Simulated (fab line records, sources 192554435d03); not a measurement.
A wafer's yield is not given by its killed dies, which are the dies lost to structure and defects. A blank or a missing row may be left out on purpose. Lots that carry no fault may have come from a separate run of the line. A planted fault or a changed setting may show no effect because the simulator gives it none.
Split-lot study / flow n5-finfet / 7 lots, 21 wafers read, on a route of 1938 steps

== ABOUT THE SPLIT ==
At N5_BEOL_M7_TRENCH_ETCH_37 (etches SiCOH lowk in C4F6/O2, target depth 93.478 nm, time 31.2 s), the setting source-w was moved away from the recipe's 345 W on 10 of the 21 wafers read, by -16.2% to +13.0%. This setting was run at the recipe's value on the other wafers.

The reading is taken at the split's own step.

== THE READING ==
rf-vpp-V, in V, at N5_BEOL_M7_TRENCH_ETCH_37 (etches SiCOH lowk in C4F6/O2, target depth 93.478 nm, time 31.2 s). On this fab line, fault-free wafers typically give 664 V with a standard deviation of 9.6 V.

wafer=L074.1; tool, chamber at the split=rie-diel-03, 3; source-w as run, W=345; against the recipe=recipe; rf-vpp-V, V=669; against lot-mates on the recipe=-
wafer=L074.4; tool, chamber at the split=rie-diel-03, 1; source-w as run, W=289.2; against the recipe=-16.2%; rf-vpp-V, V=720; against lot-mates on the recipe=+51
wafer=L074.6; tool, chamber at the split=rie-diel-03, 1; source-w as run, W=289.2; against the recipe=-16.2%; rf-vpp-V, V=719; against lot-mates on the recipe=+50
wafer=L078.1; tool, chamber at the split=rie-diel-04, 2; source-w as run, W=345; against the recipe=recipe; rf-vpp-V, V=670; against lot-mates on the recipe=-
wafer=L078.2; tool, chamber at the split=rie-diel-04, 3; source-w as run, W=390; against the recipe=+13.0%; rf-vpp-V, V=622; against lot-mates on the recipe=-48
wafer=L078.5; tool, chamber at the split=rie-diel-04, 0; source-w as run, W=390; against the recipe=+13.0%; rf-vpp-V, V=643; against lot-mates on the recipe=-27
wafer=L081.1; tool, chamber at the split=rie-diel-03, 1; source-w as run, W=370.5; against the recipe=+7.4%; rf-vpp-V, V=633; against lot-mates on the recipe=-36
wafer=L081.4; tool, chamber at the split=rie-diel-03, 1; source-w as run, W=370.5; against the recipe=+7.4%; rf-vpp-V, V=634; against lot-mates on the recipe=-35
wafer=L081.6; tool, chamber at the split=rie-diel-03, 3; source-w as run, W=345; against the recipe=recipe; rf-vpp-V, V=669; against lot-mates on the recipe=-
wafer=L084.2; tool, chamber at the split=rie-diel-06, 2; source-w as run, W=345; against the recipe=recipe; rf-vpp-V, V=661; against lot-mates on the recipe=-
wafer=L084.3; tool, chamber at the split=rie-diel-06, 0; source-w as run, W=345; against the recipe=recipe; rf-vpp-V, V=673; against lot-mates on the recipe=-
wafer=L084.6; tool, chamber at the split=rie-diel-06, 1; source-w as run, W=345; against the recipe=recipe; rf-vpp-V, V=649; against lot-mates on the recipe=-
wafer=L083.1; tool, chamber at the split=rie-diel-06, 0; source-w as run, W=345; against the recipe=recipe; rf-vpp-V, V=672; against lot-mates on the recipe=-
wafer=L083.2; tool, chamber at the split=rie-diel-06, 2; source-w as run, W=345; against the recipe=recipe; rf-vpp-V, V=660; against lot-mates on the recipe=-
wafer=L083.4; tool, chamber at the split=rie-diel-06, 3; source-w as run, W=345; against the recipe=recipe; rf-vpp-V, V=650; against lot-mates on the recipe=-
wafer=L093.3; tool, chamber at the split=rie-diel-04, 1; source-w as run, W=345; against the recipe=recipe; rf-vpp-V, V=663; against lot-mates on the recipe=-
wafer=L093.4; tool, chamber at the split=rie-diel-04, 3; source-w as run, W=305.6; against the recipe=-11.4%; rf-vpp-V, V=704; against lot-mates on the recipe=+41
wafer=L093.6; tool, chamber at the split=rie-diel-04, 2; source-w as run, W=305.6; against the recipe=-11.4%; rf-vpp-V, V=714; against lot-mates on the recipe=+51
wafer=L094.1; tool, chamber at the split=rie-diel-06, 1; source-w as run, W=327; against the recipe=-5.2%; rf-vpp-V, V=669; against lot-mates on the recipe=-5
wafer=L094.5; tool, chamber at the split=rie-diel-06, 3; source-w as run, W=327; against the recipe=-5.2%; rf-vpp-V, V=666; against lot-mates on the recipe=-8
wafer=L094.6; tool, chamber at the split=rie-diel-06, 0; source-w as run, W=345; against the recipe=recipe; rf-vpp-V, V=674; against lot-mates on the recipe=-

THE FIT
A straight line over all 21 wafers: rf-vpp-V changes by -3.2 V for each +1% of source-w; r = -0.93; the points scatter about the line by 9.9 V.
The same after taking each lot's own level away (the mean of its wafers on the recipe; 21 wafers): -3.24 V for each +1%; r = -0.92; scatter 11 V.
That fit puts the effect of the largest move of source-w on the reading at 52 V.
Across the lots, their own levels run from 660.7 to 674.0 V, a range of 1.4 times the standard deviation given above.
Consequently the slope shifts little with the lot-to-lot level, the two slopes agreeing.
Check: +50 V against its lot-mates is what the line predicts for one of the wafers moved furthest among these (-16.2%) when that wafer is left out of the fit. Against them it came out at +51 V.
Tool readings at the split's step, against how far the setting was moved: rf-vpp-V r = -0.93.

== THE OTHER SPLITS THESE WAFERS WENT THROUGH ==
Before the reading, these wafers also passed through other splits. Each is held against what the fit with the lots' levels taken away leaves over:
other split on the same wafers=N5_BEOL_M7_EXPOSE_25 dose-mj; wafers away from the commonest value=7; r with rf-vpp-V (lot level and that fit taken away)=-0.26
other split on the same wafers=N5_BEOL_M7_VIA_ETCH_34 bias-w; wafers away from the commonest value=5; r with rf-vpp-V (lot level and that fit taken away)=+0.13

== FILE'S OWN FIT ==
rf-vpp-V changes by -3.24 V for each +1% of source-w, r = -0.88.
